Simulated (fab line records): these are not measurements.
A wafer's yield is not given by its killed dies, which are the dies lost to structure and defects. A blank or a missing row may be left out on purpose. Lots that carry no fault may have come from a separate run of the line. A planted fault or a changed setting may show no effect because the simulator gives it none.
3 desks, one fault || flow n5Finfet || each desk has only its own numbers; what lay behind them comes last

== DESK OF THE TOOL OWNER: aldSin-04 ==
The tool's own readings at N5_BEOL_M4_ALD_98 (deposits SiO2, target thk 2.5 nm, pulse time 1 s, co reactant pulse time 1 s): means of the sampled wafers that have a number, for each lot that ran on this tool. The brackets show how far a lot's mean lies from the usual mean; more than 4 standard deviations puts the lot out of limits, marked OUT.
Columns: A = heaterPowerW at N5_BEOL_M4_ALD_98, usual 76 W; B = precursorPulseHeightRel at N5_BEOL_M4_ALD_98, usual 0.998
{"lot": "L335", "first seen here": "day 7 13:00", "A": 78, "B": 0.996}
{"lot": "L339", "first seen here": "day 8 19:13", "A": 75, "B": 1.004}
{"lot": "L341", "first seen here": "day 8 21:47", "A": 80, "B": 1.006}
Result from this desk: across the 3 lots, nothing is out of limits.

== THE DEFECT DESK ==
Counts from the inspections along the route, per lot, as means over the sampled wafers that have a number. The brackets show how far a lot's mean lies from the usual mean; more than 4 standard deviations puts the lot out of limits, marked OUT.
Columns: A = rawDefectCount at N5_BEOL_M4_INSPECT_30, usual 426
{"lot": "L335", "first seen here": "day 7 12:11", "A": 567}
{"lot": "L339", "first seen here": "day 8 18:43", "A": 442}
{"lot": "L341", "first seen here": "day 8 21:26", "A": 438}
{"lot": "L344", "first seen here": "day 9 20:13", "A": 377}
{"lot": "L346", "first seen here": "day 10 15:34", "A": 356}
{"lot": "L351", "first seen here": "day 11 12:10", "A": 456}
Result from this desk: across the 6 lots, nothing is out of limits.

== AT THE METROLOGY DESK ==
Means of the sampled wafers that have a number, per lot and without regard to the tool the lot ran on: this is what the gauges read. The brackets show how far a lot's mean lies from the usual mean; more than 4 standard deviations puts the lot out of limits, marked OUT. It has 12 readings; the 7 that lie furthest out on some lot are the ones shown.
Columns: A = DIBL_P at N5_BEOL_M4_RC_MEAS_101, usual 35.6 mV/V; B = IOFF_P at N5_BEOL_M4_RC_MEAS_101, usual 0.20 nA/um; C = ION_N at N5_BEOL_M4_RC_MEAS_101, usual 671 uA/um; D = ION_P at N5_BEOL_M4_RC_MEAS_101, usual 460 uA/um; E = SS_N at N5_BEOL_M4_RC_MEAS_101, usual 71.4 mV/dec; F = VT_N at N5_BEOL_M4_RC_MEAS_101, usual 251 mV; G = VT_P at N5_BEOL_M4_RC_MEAS_101, usual -251 mV
{"lot": "L335", "first seen here": "day 7 12:06", "A": 35.0, "B": 0.16, "C": 656, "D": 450, "E": 71.0, "F": 255, "G": -256}
{"lot": "L339", "first seen here": "day 8 18:38", "A": 35.4, "B": 0.20, "C": 668, "D": 458, "E": 71.5, "F": 252, "G": -252}
{"lot": "L341", "first seen here": "day 8 21:20", "A": 36.5, "B": 0.17, "C": 671, "D": 455, "E": 72.2, "F": 251, "G": -255}
{"lot": "L344", "first seen here": "day 9 20:08", "A": 35.0, "B": 0.19, "C": 673, "D": 463, "E": 70.9, "F": 252, "G": -249}
{"lot": "L346", "first seen here": "day 10 15:29", "A": 33.5, "B": 0.21, "C": 659, "D": 459, "E": 71.2, "F": 252, "G": -248}
{"lot": "L351", "first seen here": "day 11 12:04", "A": 35.6, "B": 0.19, "C": 676, "D": 459, "E": 71.4, "F": 251, "G": -251}
Result from this desk: across the 6 lots, nothing is out of limits.

== ALL TOGETHER ==
The tool owner's desk saw nothing out of limits.
Nothing out of limits was seen by the defect desk.
At the metrology desk, nothing out of limits was observed.

== WHAT WAS PUT IN BY THE SIMULATOR ==
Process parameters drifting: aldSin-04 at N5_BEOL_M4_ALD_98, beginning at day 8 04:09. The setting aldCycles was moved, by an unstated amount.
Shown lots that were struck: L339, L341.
